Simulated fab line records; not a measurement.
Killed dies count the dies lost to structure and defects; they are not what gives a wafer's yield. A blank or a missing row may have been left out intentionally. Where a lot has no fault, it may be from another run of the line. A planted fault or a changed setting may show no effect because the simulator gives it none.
The tool behind it: which one? | flow nand-harc | Sampling: 24 lots, 72 wafers, 5 of 1302 route steps

== WHAT EACH GAUGE READ, for each wafer ==
NHARC_A_M1_INSPECT_27. Usual: raw-defect-count at 500, with a standard deviation of 140.
lot  | measured     | on                | raw-defect-count | flag
L076 | day 23 17:14 | defect-inspect-02 | 329 378 397      |
L075 | day 23 17:59 | defect-inspect-02 | 672 583 449      |
L077 | day 23 23:19 | defect-inspect-02 | 585 446 509      |
L074 | day 24 04:40 | defect-inspect-02 | 391 482 532      |
L078 | day 24 13:43 | defect-inspect-02 | 356 357 378      |
L079 | day 24 20:43 | defect-inspect-02 | 747 606 634      |
L080 | day 24 21:10 | defect-inspect-02 | 339 409 349      |
L081 | day 25 13:46 | defect-inspect-02 | 392 395 364      |
L082 | day 25 23:20 | defect-inspect-02 | 468 570 529      |
L083 | day 26 13:20 | defect-inspect-01 | 461 553 655      |
L084 | day 27 02:25 | defect-inspect-01 | 659 547 597      |
L086 | day 27 03:16 | defect-inspect-01 | 426 363 538      |
L085 | day 27 09:17 | defect-inspect-02 | 503 416 734      |
L087 | day 28 00:04 | defect-inspect-02 | 359 308 417      |
L088 | day 28 21:04 | defect-inspect-02 | 665 437 602      |
L089 | day 28 23:01 | defect-inspect-01 | 474 571 545      |
L091 | day 29 14:01 | defect-inspect-01 | 686 681 508      |
L090 | day 29 15:24 | defect-inspect-01 | 417 439 422      |
L092 | day 30 06:56 | defect-inspect-02 | 479 548 468      |
L093 | day 30 13:53 | defect-inspect-01 | 657 552 443      |
L094 | day 31 10:26 | defect-inspect-01 | 579 637 476      |
L095 | day 31 12:07 | defect-inspect-02 | 419 710 522      |
L096 | day 31 22:31 | defect-inspect-02 | 389 497 454      |
L097 | day 32 12:37 | defect-inspect-01 | 367 400 400      |

== TOOL THAT RAN EACH LOT (tool first, then ch and the chambers of the sampled wafers, then the start) ==
lot  | NHARC_A_CONTACT_ETCH_138             | NHARC_A_CONTACT_ALD_18              | NHARC_A_BLC_ETCH_16                | NHARC_A_M0_PVD_20
L076 | har-cap-etch-02 ch 0,1, day 23 01:33 | ald-metal-04 ch 0,1,2, day 23 04:11 | rie-diel-09 ch 1,2,3, day 23 06:26 | pvd-sputter-02, day 23 17:14 or earlier
L075 | har-cap-etch-03 ch 0,1, day 23 02:50 | ald-metal-02 ch 2,3, day 23 04:56   | rie-diel-03 ch 0,1,2, day 23 07:14 | pvd-sputter-02, day 23 17:59 or earlier
L077 | har-cap-etch-03 ch 0,1, day 23 08:35 | ald-metal-01 ch 0,1,3, day 23 10:32 | rie-diel-09 ch 0,2,3, day 23 12:39 | pvd-sputter-03, day 23 23:19 or earlier
L074 | har-cap-etch-03 ch 0,1, day 23 13:49 | ald-metal-01 ch 2,3, day 23 15:52   | rie-diel-09 ch 0,3, day 23 18:08   | pvd-sputter-01, day 24 04:40 or earlier
L078 | har-cap-etch-02 ch 0,1, day 23 22:20 | ald-metal-01 ch 1,2,3, day 24 00:19 | rie-diel-09 ch 1,2,3, day 24 02:36 | pvd-sputter-02, day 24 13:43 or earlier
L079 | har-cap-etch-03 ch 0,1, day 24 05:39 | ald-metal-02 ch 0,1,2, day 24 07:39 | rie-diel-03 ch 0,2, day 24 09:45   | pvd-sputter-03, day 24 20:43 or earlier
L080 | har-cap-etch-02 ch 0,1, day 24 06:10 | ald-metal-01 ch 2,3, day 24 08:13   | rie-diel-09 ch 0,1,2, day 24 10:38 | pvd-sputter-02, day 24 21:10 or earlier
L081 | har-cap-etch-01 ch 0,1, day 24 23:11 | ald-metal-04 ch 2,3, day 25 01:16   | rie-diel-03 ch 0,1,3, day 25 03:25 | pvd-sputter-03, day 25 13:46 or earlier
L082 | har-cap-etch-01 ch 1, day 25 08:34   | ald-metal-04 ch 0,1,3, day 25 10:32 | rie-diel-09 ch 0,3, day 25 12:41   | pvd-sputter-01, day 25 23:20 or earlier
L083 | har-cap-etch-03 ch 0,1, day 25 22:16 | ald-metal-04 ch 0,2,3, day 26 00:26 | rie-diel-03 ch 1,2,3, day 26 02:43 | pvd-sputter-01, day 26 13:20 or earlier
L084 | har-cap-etch-02 ch 0,1, day 26 10:10 | ald-metal-04 ch 0,1,3, day 26 13:41 | rie-diel-03 ch 1,2,3, day 26 15:58 | pvd-sputter-02, day 27 02:25 or earlier
L086 | har-cap-etch-03 ch 0,1, day 26 11:35 | ald-metal-01 ch 0,3, day 26 14:29   | rie-diel-09 ch 0,2,3, day 26 16:41 | pvd-sputter-02, day 27 03:16 or earlier
L085 | har-cap-etch-02 ch 0,1, day 26 18:48 | ald-metal-02 ch 2,3, day 26 20:40   | rie-diel-09 ch 1,2,3, day 26 22:48 | pvd-sputter-01, day 27 09:17 or earlier
L087 | har-cap-etch-01 ch 0,1, day 27 08:15 | ald-metal-02 ch 0,3, day 27 10:31   | rie-diel-09 ch 0,2, day 27 12:52   | pvd-sputter-03, day 28 00:04 or earlier
L088 | har-cap-etch-02 ch 0,1, day 28 06:18 | ald-metal-02 ch 1,2, day 28 08:15   | rie-diel-09 ch 0,1, day 28 10:30   | pvd-sputter-02, day 28 21:04 or earlier
L089 | har-cap-etch-03 ch 0,1, day 28 08:11 | ald-metal-02 ch 0,1,2, day 28 10:19 | rie-diel-09 ch 1,2,3, day 28 12:34 | pvd-sputter-02, day 28 23:01 or earlier
L091 | har-cap-etch-02 ch 0,1, day 28 23:01 | ald-metal-04 ch 0,1,3, day 29 01:14 | rie-diel-03 ch 0,1,3, day 29 03:22 | pvd-sputter-02, day 29 14:01 or earlier
L090 | har-cap-etch-03 ch 0,1, day 29 00:12 | ald-metal-02 ch 0,1,2, day 29 02:23 | rie-diel-03 ch 1,2,3, day 29 04:40 | pvd-sputter-01, day 29 15:24 or earlier
L092 | har-cap-etch-03 ch 0,1, day 29 15:45 | ald-metal-01 ch 0,1, day 29 17:46   | rie-diel-09 ch 0,2,3, day 29 20:02 | pvd-sputter-01, day 30 06:56 or earlier
L093 | har-cap-etch-02 ch 0,1, day 29 23:10 | ald-metal-02 ch 0,1,3, day 30 01:04 | rie-diel-03 ch 0,1,2, day 30 03:17 | pvd-sputter-03, day 30 13:53 or earlier
L094 | har-cap-etch-03 ch 0,1, day 30 19:40 | ald-metal-01 ch 0,1,3, day 30 21:40 | rie-diel-03 ch 1,2,3, day 30 23:49 | pvd-sputter-02, day 31 10:26 or earlier
L095 | har-cap-etch-01 ch 0,1, day 30 21:31 | ald-metal-02 ch 1,2,3, day 30 23:32 | rie-diel-03 ch 0,1,2, day 31 01:39 | pvd-sputter-01, day 31 12:07 or earlier
L096 | har-cap-etch-01 ch 0,1, day 31 06:55 | ald-metal-02 ch 2,3, day 31 08:51   | rie-diel-09 ch 2,3, day 31 11:08   | pvd-sputter-01, day 31 22:31 or earlier
L097 | har-cap-etch-03 ch 0,1, day 31 21:23 | ald-metal-01 ch 0,1, day 31 23:17   | rie-diel-03 ch 1,2,3, day 32 01:32 | pvd-sputter-01, day 32 12:37 or earlier
- NHARC_A_CONTACT_ETCH_138: etches the open film in C4F8/O2/Ar, time 311 s, target depth 1914 nm.
- NHARC_A_CONTACT_ALD_18: deposits TiN, target thk 3 nm, pulse time 1 s, ald cycles 150.
- NHARC_A_BLC_ETCH_16: etches the open film in CF4, target depth 39 nm, time 65 s.
- NHARC_A_M0_PVD_20: deposits TaN, target thk 5 nm, time 8.06 s.

== WHAT THE TOOLS THEMSELVES READ (means of the sampled wafers that have a number; where no wafer has one, the mark that the record gives instead) ==
NHARC_A_CONTACT_ALD_18. Usual: heater-power-w 1138 W, standard deviation 120; precursor-pulse-height-rel 1.000, standard deviation 0.019.
lot  | tool         | heater-power-w (W) | precursor-pulse-height-rel | flag
L076 | ald-metal-04 | 1109               | 0.997                      |
L075 | ald-metal-02 | 1245               | 1.012                      |
L077 | ald-metal-01 | 1210               | 1.003                      |
L074 | ald-metal-01 | 1247               | 0.994                      |
L078 | ald-metal-01 | 1196               | 0.998                      |
L079 | ald-metal-02 | 1075               | 0.994                      |
L080 | ald-metal-01 | 1243               | 1.000                      |
L081 | ald-metal-04 | 1148               | 0.998                      |
L082 | ald-metal-04 | 1077               | 0.999                      |
L083 | ald-metal-04 | 1134               | 1.010                      |
L084 | ald-metal-04 | 1081               | 1.013                      |
L086 | ald-metal-01 | 1314               | 1.002                      |
L085 | ald-metal-02 | 1198               | 1.008                      |
L087 | ald-metal-02 | 1171               | 0.998                      |
L088 | ald-metal-02 | 1088               | 1.020                      |
L089 | ald-metal-02 | 1044               | 0.989                      |
L091 | ald-metal-04 | 1083               | 1.017                      |
L090 | ald-metal-02 | 1044               | 1.018                      |
L092 | ald-metal-01 | 1131               | 0.991                      |
L093 | ald-metal-02 | 1063               | 0.987                      |
L094 | ald-metal-01 | 1177               | 0.998                      |
L095 | ald-metal-02 | 1093               | 0.988                      |
L096 | ald-metal-02 | 1223               | 0.994                      |
L097 | ald-metal-01 | 1167               | 1.003                      |

NHARC_A_BLC_ETCH_16. Usual: drypump-motor-current-A 5.7 A, standard deviation 0.36; oes-product-au 1.001 a.u., standard deviation 0.0096; rf-vpp-V 150.8 V, standard deviation 1.2; showerhead-plenum-p-Torr 1.73 Torr, standard deviation 0.073; throttle-valve-pct 13.284 %, standard deviation 0.0084.
lot  | tool        | drypump-motor-current-A (A) | oes-product-au (a.u.) | rf-vpp-V (V) | showerhead-plenum-p-Torr (Torr) | throttle-valve-pct (%) | flag
L076 | rie-diel-09 | 5.5                         | 1.006                 | 151.3        | 1.72                            | 13.295                 |
L075 | rie-diel-03 | 5.6                         | 0.998                 | 151.0        | 1.74                            | 13.288                 |
L077 | rie-diel-09 | 5.8                         | 1.003                 | 150.7        | 1.76                            | 13.288                 |
L074 | rie-diel-09 | 6.0                         | 0.993                 | 150.9        | 1.73                            | 13.289                 |
L078 | rie-diel-09 | 5.5                         | 0.998                 | 150.4        | 1.72                            | 13.280                 |
L079 | rie-diel-03 | 5.6                         | 1.007                 | 151.1        | 1.80                            | 13.284                 |
L080 | rie-diel-09 | 5.7                         | 0.998                 | 151.2        | 1.77                            | 13.280                 |
L081 | rie-diel-03 | 5.6                         | 1.010                 | 150.5        | 1.71                            | 13.285                 |
L082 | rie-diel-09 | 6.0                         | 0.988                 | 150.5        | 1.73                            | 13.277                 |
L083 | rie-diel-03 | 5.8                         | 1.002                 | 150.3        | 1.73                            | 13.276                 |
L084 | rie-diel-03 | 5.8                         | 1.009                 | 151.1        | 1.73                            | 13.288                 |
L086 | rie-diel-09 | 5.8                         | 1.003                 | 151.8        | 1.76                            | 13.280                 |
L085 | rie-diel-09 | 5.5                         | 0.994                 | 150.3        | 1.72                            | 13.292                 |
L087 | rie-diel-09 | 6.1                         | 0.994                 | 151.9        | 1.80                            | 13.277                 |
L088 | rie-diel-09 | 5.6                         | 0.992                 | 150.3        | 1.70                            | 13.288                 |
L089 | rie-diel-09 | 5.5                         | 0.995                 | 149.6        | 1.72                            | 13.285                 |
L091 | rie-diel-03 | 5.6                         | 1.008                 | 150.9        | 1.71                            | 13.282                 |
L090 | rie-diel-03 | 5.8                         | 1.007                 | 150.3        | 1.73                            | 13.275                 |
L092 | rie-diel-09 | 5.8                         | 0.996                 | 150.2        | 1.75                            | 13.282                 |
L093 | rie-diel-03 | 5.6                         | 0.999                 | 151.5        | 1.74                            | 13.280                 |
L094 | rie-diel-03 | 5.8                         | 1.008                 | 151.7        | 1.73                            | 13.287                 |
L095 | rie-diel-03 | 5.6                         | 0.998                 | 151.0        | 1.74                            | 13.281                 |
L096 | rie-diel-09 | 5.6                         | 0.999                 | 152.3        | 1.78                            | 13.273                 |
L097 | rie-diel-03 | 5.8                         | 1.011                 | 150.6        | 1.73                            | 13.280                 |

NHARC_A_M0_PVD_20. Usual: substrate-temp-c 50.00 C, standard deviation 0.11; throttle-valve-pct 30.0 %, standard deviation 0.77.
lot  | tool           | substrate-temp-c (C) | throttle-valve-pct (%) | flag
L076 | pvd-sputter-02 | 50.11                | 29.6                   |
L075 | pvd-sputter-02 | 49.98                | 29.7                   |
L077 | pvd-sputter-03 | 50.09                | 30.4                   |
L074 | pvd-sputter-01 | 49.94                | 29.6                   |
L078 | pvd-sputter-02 | 49.97                | 30.2                   |
L079 | pvd-sputter-03 | 50.06                | 30.3                   |
L080 | pvd-sputter-02 | 50.07                | 29.9                   |
L081 | pvd-sputter-03 | 50.16                | 29.8                   |
L082 | pvd-sputter-01 | 50.03                | 30.2                   |
L083 | pvd-sputter-01 | 50.05                | 30.4                   |
L084 | pvd-sputter-02 | 49.97                | 29.7                   |
L086 | pvd-sputter-02 | 49.96                | 29.8                   |
L085 | pvd-sputter-01 | 49.91                | 29.6                   |
L087 | pvd-sputter-03 | 50.01                | 30.9                   |
L088 | pvd-sputter-02 | 50.00                | 30.0                   |
L089 | pvd-sputter-02 | 49.91                | 30.0                   |
L091 | pvd-sputter-02 | 50.07                | 30.2                   |
L090 | pvd-sputter-01 | 50.02                | 30.1                   |
L092 | pvd-sputter-01 | 49.95                | 30.1                   |
L093 | pvd-sputter-03 | 50.01                | 29.5                   |
L094 | pvd-sputter-02 | 49.97                | 30.3                   |
L095 | pvd-sputter-01 | 49.98                | 30.3                   |
L096 | pvd-sputter-01 | 50.04                | 30.3                   |
L097 | pvd-sputter-01 | 49.99                | 30.0                   |

== THE ANSWER, worked out from the rows above alone ==
Rule: a lot is off if the mean of its wafers that have a number lies more than 3 standard deviations from the usual mean. Also off: a lot with no number at a reading for which 4 or more lots have one. Any other lot the step has rows for is counted as sound. The gauges are gone through in route order, then the tools' own readings, and for those a lot's mean is taken as printed above. The first step at which some lot is off is used, and at that step the reading that is off furthest; a lot without a number counts as furthest.
None of the lots is off at any reading shown; this tells nothing.

== WHAT THE SIMULATOR PUT IN ==
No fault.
